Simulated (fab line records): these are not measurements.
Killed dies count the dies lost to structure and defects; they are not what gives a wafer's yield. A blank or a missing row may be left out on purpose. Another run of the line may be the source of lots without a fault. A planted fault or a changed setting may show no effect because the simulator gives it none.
2 desks looking at one fault ; flow nand harc ; every desk sees just its own numbers, and what lay behind them comes last

FOR THE TOOL OWNER'S DESK: rie diel-03
The tool's own readings at NHARC_A_SLIT_ETCH_24 (etches the open film in CF4/CHF3, target depth 121 nm, time 60.5 s): means of the sampled wafers that have a number, for each lot that ran on this tool. Marked OUT: a lot whose mean sits more than 4 standard deviations from the usual mean, which makes it out of limits; the brackets give that distance.
Columns: A = bias w at NHARC_A_SLIT_ETCH_24, usual 199.9 W; B = cf4 flow sccm at NHARC_A_SLIT_ETCH_24, usual 100.0 sccm; C = drypump motor current A at NHARC_A_SLIT_ETCH_24, usual 5.6 A; D = oes product au at NHARC_A_SLIT_ETCH_24, usual 0.966 a.u.; E = rf vpp V at NHARC_A_SLIT_ETCH_24, usual 371.1 V; F = showerhead plenum p Torr at NHARC_A_SLIT_ETCH_24, usual 1.59 Torr; G = throttle valve pct at NHARC_A_SLIT_ETCH_24, usual 16.802 %
lot;first seen here;A;B;C;D;E;F;G
L146;day 23 05:17;199.9;100.1;5.9;0.960;371.9;1.63;16.808
L159;day 29 03:05;199.4;100.2;6.0;0.969;373.7;1.67;16.801
L158;day 29 10:46;199.6;99.9;5.7;0.969;372.0;1.58;16.810
L161;day 29 16:41;199.6;100.3;5.6;0.982;368.8;1.54;16.797
Result from this desk: across the 4 lots, nothing is out of limits.

AT THE METROLOGY DESK
What the gauges read for every lot (on any tool): the sampled wafers with a number, averaged. Marked OUT: a lot whose mean sits more than 4 standard deviations from the usual mean, which makes it out of limits; the brackets give that distance.
Columns: A = overlay x nm at NHARC_A_SLIT_OVL_MEAS_10, usual -0.2 nm; B = overlay y nm at NHARC_A_SLIT_OVL_MEAS_10, usual 0.0 nm
lot;first seen here;A;B
L141;day 20 18:29;-0.4;-0.6
L144;day 22 08:43;0.2;0.4
L143;day 22 19:47;1.6;-0.3
L146;day 23 05:05;-0.1;0.8
L145;day 23 05:15;1.2;-0.4
L150;day 24 07:20;-0.4;1.1
L152;day 25 05:55;-0.7;-1.3
L157;day 27 16:29;-0.2;1.4
L159;day 29 02:54;0.4;-0.2
L158;day 29 10:34;0.2;-0.2
L160;day 29 13:36;0.0;0.3
L161;day 29 16:30;-0.1;-0.5
Result from this desk: across the 12 lots, nothing is out of limits.

PUT TOGETHER
Nothing out of limits was seen by the tool owner's desk.
The metrology desk saw nothing out of limits.

WHAT WAS PUT IN BY THE SIMULATOR
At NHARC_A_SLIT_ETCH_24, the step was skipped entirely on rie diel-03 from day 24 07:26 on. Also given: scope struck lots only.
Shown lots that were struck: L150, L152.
